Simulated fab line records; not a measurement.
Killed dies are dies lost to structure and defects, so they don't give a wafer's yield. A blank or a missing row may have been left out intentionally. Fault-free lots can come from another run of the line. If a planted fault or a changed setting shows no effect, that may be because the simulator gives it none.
Chamber matching :: flow n5_finfet :: N5_MOL_CONTACT_COAG_ETCH_47 on rie_diel-03: 4 sister chambers
The step etches SiNx in CH3F/O2, stops on W, target depth 27 nm. 4 wafers are shown with their chamber, then 12 later ones without.

EACH WAFER AND ITS CHAMBER
wafer: L084.4
chamber: 0
showerhead_plenum_p_Torr (Torr): 1.96

wafer: L084.5
chamber: 3
showerhead_plenum_p_Torr (Torr): 2.07

wafer: L087.5
chamber: 1
showerhead_plenum_p_Torr (Torr): 2.12

wafer: L087.6
chamber: 2
showerhead_plenum_p_Torr (Torr): 1.91

WAFERS WITH NO CHAMBER GIVEN
wafer: L090.1
showerhead_plenum_p_Torr (Torr): 1.96

wafer: L090.5
showerhead_plenum_p_Torr (Torr): 2.11

wafer: L090.6
showerhead_plenum_p_Torr (Torr): 1.96

wafer: L091.2
showerhead_plenum_p_Torr (Torr): 1.90

wafer: L091.3
showerhead_plenum_p_Torr (Torr): 1.96

wafer: L091.4
showerhead_plenum_p_Torr (Torr): 2.06

wafer: L093.2
showerhead_plenum_p_Torr (Torr): 2.06

wafer: L093.3
showerhead_plenum_p_Torr (Torr): 1.90

wafer: L093.4
showerhead_plenum_p_Torr (Torr): 2.11

wafer: L094.2
showerhead_plenum_p_Torr (Torr): 2.11

wafer: L094.4
showerhead_plenum_p_Torr (Torr): 1.95

wafer: L094.5
showerhead_plenum_p_Torr (Torr): 2.06

THE CHAMBER EACH PASSED THROUGH
wafer: L090.1
from the rows above: 0
in truth: 0

wafer: L090.5
from the rows above: 1
in truth: 1

wafer: L090.6
from the rows above: 0
in truth: 0

wafer: L091.2
from the rows above: 2
in truth: 2

wafer: L091.3
from the rows above: 0
in truth: 0

wafer: L091.4
from the rows above: 3
in truth: 3

wafer: L093.2
from the rows above: 3
in truth: 3

wafer: L093.3
from the rows above: 2
in truth: 2

wafer: L093.4
from the rows above: 1
in truth: 1

wafer: L094.2
from the rows above: 1
in truth: 1

wafer: L094.4
from the rows above: 0
in truth: 0

wafer: L094.5
from the rows above: 3
in truth: 3
Placed correctly: 12 of 12. Number that these rows cannot place: 0. Number placed wrongly: 0.
How it was worked out, from the rows above alone: a wafer's distance from a chamber is the root of the sum, over the readings, of the square of ((its reading less the chamber's mean) divided by the reading's scatter). The wafer belongs to the nearest chamber; if the next one is less than 2 further off, it can't be placed. A chamber's mean is the mean of its shown wafers. The scatter (one wafer shown for each chamber): square how far every hidden wafer sits from the nearest shown wafer, average those squares and take the square root.
